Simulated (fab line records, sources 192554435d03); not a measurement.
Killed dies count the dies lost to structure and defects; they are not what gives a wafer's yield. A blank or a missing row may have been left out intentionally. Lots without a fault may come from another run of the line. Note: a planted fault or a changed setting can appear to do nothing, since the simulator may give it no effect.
Matching of chambers || flow n5 finfet || ald metal-04 running N5_BEOL_M4_ALD_84: 4 sister chambers
The step deposits TaN, pulse time 2 s, purge time 3 s, co reactant purge time 2 s. 8 wafers are shown with their chamber, then 10 later ones without.

== WAFERS WITH THEIR CHAMBER ==
{"wafer": "L085.4", "chamber": 2, "heater power w (W)": 424, "chamber pressure Torr (Torr)": 2.998}
{"wafer": "L087.4", "chamber": 3, "heater power w (W)": 451, "chamber pressure Torr (Torr)": 3.002}
{"wafer": "L087.5", "chamber": 2, "heater power w (W)": 422, "chamber pressure Torr (Torr)": 3.017}
{"wafer": "L088.1", "chamber": 1, "heater power w (W)": 407, "chamber pressure Torr (Torr)": 3.000}
{"wafer": "L089.5", "chamber": 0, "heater power w (W)": 414, "chamber pressure Torr (Torr)": 3.003}
{"wafer": "L089.6", "chamber": 3, "heater power w (W)": 446, "chamber pressure Torr (Torr)": 3.004}
{"wafer": "L091.1", "chamber": 1, "heater power w (W)": 423, "chamber pressure Torr (Torr)": 3.010}
{"wafer": "L091.2", "chamber": 0, "heater power w (W)": 421, "chamber pressure Torr (Torr)": 3.004}

== WAFERS WITH NO CHAMBER GIVEN ==
{"wafer": "L091.6", "heater power w (W)": 476, "chamber pressure Torr (Torr)": 3.005}
{"wafer": "L092.1", "heater power w (W)": 435, "chamber pressure Torr (Torr)": 3.008}
{"wafer": "L092.3", "heater power w (W)": 422, "chamber pressure Torr (Torr)": 3.009}
{"wafer": "L092.4", "heater power w (W)": 415, "chamber pressure Torr (Torr)": 3.015}
{"wafer": "L093.2", "heater power w (W)": 436, "chamber pressure Torr (Torr)": 3.008}
{"wafer": "L093.4", "heater power w (W)": 420, "chamber pressure Torr (Torr)": 2.996}
{"wafer": "L093.5", "heater power w (W)": 426, "chamber pressure Torr (Torr)": 3.010}
{"wafer": "L095.2", "heater power w (W)": 425, "chamber pressure Torr (Torr)": 3.009}
{"wafer": "L095.3", "heater power w (W)": 427, "chamber pressure Torr (Torr)": 3.002}
{"wafer": "L095.5", "heater power w (W)": 463, "chamber pressure Torr (Torr)": 3.003}

== WHICH CHAMBER EACH ONE RAN IN ==
{"wafer": "L091.6", "from the rows above": 3, "in truth": 3}
{"wafer": "L092.1", "from the rows above": "can't be placed: 2 or 3 or 0 or 1", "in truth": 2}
{"wafer": "L092.3", "from the rows above": "can't be placed: 2 or 0 or 1", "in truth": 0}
{"wafer": "L092.4", "from the rows above": "can't be placed: 1 or 0 or 2", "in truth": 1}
{"wafer": "L093.2", "from the rows above": "can't be placed: 2 or 3 or 0 or 1", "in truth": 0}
{"wafer": "L093.4", "from the rows above": "can't be placed: 0 or 1 or 2", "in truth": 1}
{"wafer": "L093.5", "from the rows above": "can't be placed: 2 or 0 or 1", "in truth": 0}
{"wafer": "L095.2", "from the rows above": "can't be placed: 2 or 0 or 1", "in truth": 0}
{"wafer": "L095.3", "from the rows above": "can't be placed: 2 or 0 or 1", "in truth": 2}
{"wafer": "L095.5", "from the rows above": 3, "in truth": 3}
Correctly placed: 2 of 10. These rows do not allow placing 8 (true chamber among the candidates in 8). Wrongly placed: 0.
How it was worked out, from the rows above alone: a wafer's distance from a chamber is the root of the sum, over the readings, of the square of ((its reading less the chamber's mean) divided by the reading's scatter). The wafer belongs to the nearest chamber; if the next one is less than 2 further off, it can't be placed. For every chamber, the mean is computed from those of its wafers that are shown. The scatter: the root of (the sum of the squares of (reading less its chamber's mean) over the shown wafers, divided by (wafers less chambers)).
